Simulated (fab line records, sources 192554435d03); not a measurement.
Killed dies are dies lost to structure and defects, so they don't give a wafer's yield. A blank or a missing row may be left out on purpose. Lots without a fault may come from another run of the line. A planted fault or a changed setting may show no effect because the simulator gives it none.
Split-lot experiment | flow n5_finfet | 7 lots, 39 wafers read, on a route of 1938 steps

THE SPLIT
At N5_BEOL_M9_ETCH_66 (etches SOC in N2/H2, target depth 80 nm, overetch 16 nm, time 120 s), the setting target_depth_a was moved away from the recipe's 800 angstrom on 12 of the 39 wafers read, by +19.4% to +31.5%. The other wafers ran this setting at the recipe's value.

The reading is taken at the split's own step.

THE READING
SiARC_of_BEOL_M9_COAT_64.thk_nm (the simulator's own value, which no gauge read), in nm, at N5_BEOL_M9_ETCH_66 (etches SOC in N2/H2, target depth 80 nm, overetch 16 nm, time 120 s). The file gives no usual value for it. The 27 wafers here that ran the recipe average 6.4 nm, standard deviation 0.21 nm.

wafer  | tool, chamber at the split | target_depth_a as run, angstrom | against the recipe | SiARC_of_BEOL_M9_COAT_64.thk_nm, nm | against lot-mates on the recipe
L075.1 | rie_diel-04, 1,0,0         | 800                             | recipe             | 6.2                                 | -
L075.3 | rie_diel-04, 1,0,0         | 800                             | recipe             | 6.2                                 | -
L075.6 | rie_diel-04, 1,0,0         | 800                             | recipe             | 6.2                                 | -
L075.2 | rie_diel-04, 2             | 800                             | recipe             | 6.8                                 | -
L075.4 | rie_diel-04, 3,1           | 800                             | recipe             | 6.4                                 | -
L075.5 | rie_diel-04, 3,1           | 800                             | recipe             | 6.4                                 | -
L076.1 | rie_diel-03, 1             | 800                             | recipe             | 6.2                                 | -
L076.2 | rie_diel-03, 0,2           | 800                             | recipe             | 6.6                                 | -
L076.6 | rie_diel-03, 0,2           | 800                             | recipe             | 6.6                                 | -
L076.3 | rie_diel-03, 3,2           | 972.5                           | +21.6%             | 5.4                                 | -1.1
L076.4 | rie_diel-03, 3,2           | 972.5                           | +21.6%             | 5.4                                 | -1.1
L076.5 | rie_diel-03, 1             | 972.5                           | +21.6%             | 5.2                                 | -1.3
L077.1 | rie_diel-01, 1             | 975.9                           | +22.0%             | 5.8                                 | -0.7
L077.2 | rie_diel-01, 0             | 975.9                           | +22.0%             | 5.2                                 | -1.3
L077.4 | rie_diel-01, 0             | 975.9                           | +22.0%             | 5.2                                 | -1.3
L077.3 | rie_diel-01, 2             | 800                             | recipe             | 6.4                                 | -
L077.6 | rie_diel-01, 2             | 800                             | recipe             | 6.4                                 | -
L077.5 | rie_diel-01, 1             | 800                             | recipe             | 6.8                                 | -
L083.1 | rie_diel-04, 3,1           | 800                             | recipe             | 6.4                                 | -
L083.5 | rie_diel-04, 3,1           | 800                             | recipe             | 6.4                                 | -
L083.2 | rie_diel-04, 2             | 800                             | recipe             | 7                                   | -
L083.3 | rie_diel-04, 1,0,0         | 800                             | recipe             | 6.2                                 | -
L083.4 | rie_diel-04, 1,0,0         | 800                             | recipe             | 6.2                                 | -
L083.6 | rie_diel-04, 1,0,0         | 800                             | recipe             | 6.2                                 | -
L082.1 | rie_diel-04, 0,1           | 800                             | recipe             | 6.2                                 | -
L082.6 | rie_diel-04, 0,1           | 800                             | recipe             | 6.2                                 | -
L082.2 | rie_diel-04, 1             | 955.2                           | +19.4%             | 5.4                                 | -0.9
L082.3 | rie_diel-04, 2             | 955.2                           | +19.4%             | 6                                   | -0.3
L082.5 | rie_diel-04, 2             | 955.2                           | +19.4%             | 6                                   | -0.3
L082.4 | rie_diel-04, 3             | 800                             | recipe             | 6.4                                 | -
L088.2 | rie_diel-04, 0             | 800                             | recipe             | 6.2                                 | -
L088.6 | rie_diel-04, 0             | 800                             | recipe             | 6.2                                 | -
L088.5 | rie_diel-04, 3             | 800                             | recipe             | 6.4                                 | -
L089.1 | rie_diel-04, 3             | 1052                            | +31.5%             | 4.8                                 | -1.5
L089.2 | rie_diel-04, 0             | 800                             | recipe             | 6.2                                 | -
L089.3 | rie_diel-04, 2             | 1052                            | +31.5%             | 5.4                                 | -0.9
L089.6 | rie_diel-04, 2             | 1052                            | +31.5%             | 5.4                                 | -0.9
L089.4 | rie_diel-04, 1,3           | 800                             | recipe             | 6.4                                 | -
L089.5 | rie_diel-04, 1,3           | 800                             | recipe             | 6.4                                 | -
Where a row lists several chambers, the file gives one row for several wafers and doesn't say which wafer went through which chamber.

THE FIT
A straight line over all 39 wafers: SiARC_of_BEOL_M9_COAT_64.thk_nm changes by -0.0398 nm for each +1% of target_depth_a; r = -0.88; the points scatter about the line by 0.25 nm.
The same after taking each lot's own level away (the mean of its wafers on the recipe; 39 wafers): -0.0405 nm for each +1%; r = -0.87; scatter 0.26 nm.
On that fit, the largest move of target_depth_a shifts the reading by 1.3 nm.
The lots' own levels span 6.27 to 6.53 nm, that is 1.3 times the standard deviation above.
So the lot-to-lot level changes the slope little: the two slopes agree.
Check: with one of the wafers moved furthest among these (+31.5%) left out of the fit, the line predicts -1.24 nm for it against its lot-mates. It came out at -1.53 nm against them.

OTHER SPLITS ON THESE WAFERS
These wafers also went through other splits before the reading. Each is held against what the fit with the lots' levels taken away leaves over:
other split on the same wafers             | wafers away from the commonest value | r with SiARC_of_BEOL_M9_COAT_64.thk_nm (lot level and that fit taken away)
N5_PMOS_HMC_CHANNEL_EPI_DESCUM_14 time_s   | 15                                   | -0.09
N5_SD_EPI_N_ETCH_16 target_depth_a         | 18                                   | +0.32
N5_HKMG_FIN_ALD_36 ald_cycles              | 12                                   | -0.02
N5_MOL_CONTACT_COAG_CONTACT_ETCH_14 time_s | 18                                   | -0.03
N5_BEOL_M1_PECVD_72 time_s                 | 15                                   | -0.15
N5_BEOL_M2_ALD_84 ald_cycles               | 18                                   | +0.21
N5_BEOL_M4_TRENCH_ETCH_37 target_depth_a   | 12                                   | -0.12
N5_BEOL_M8_DESCUM_33 time_s                | 18                                   | +0.02

THE FILE'S OWN FIT
SiARC_of_BEOL_M9_COAT_64.thk_nm changes by -0.0406 nm for each +1% of target_depth_a, r = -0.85.
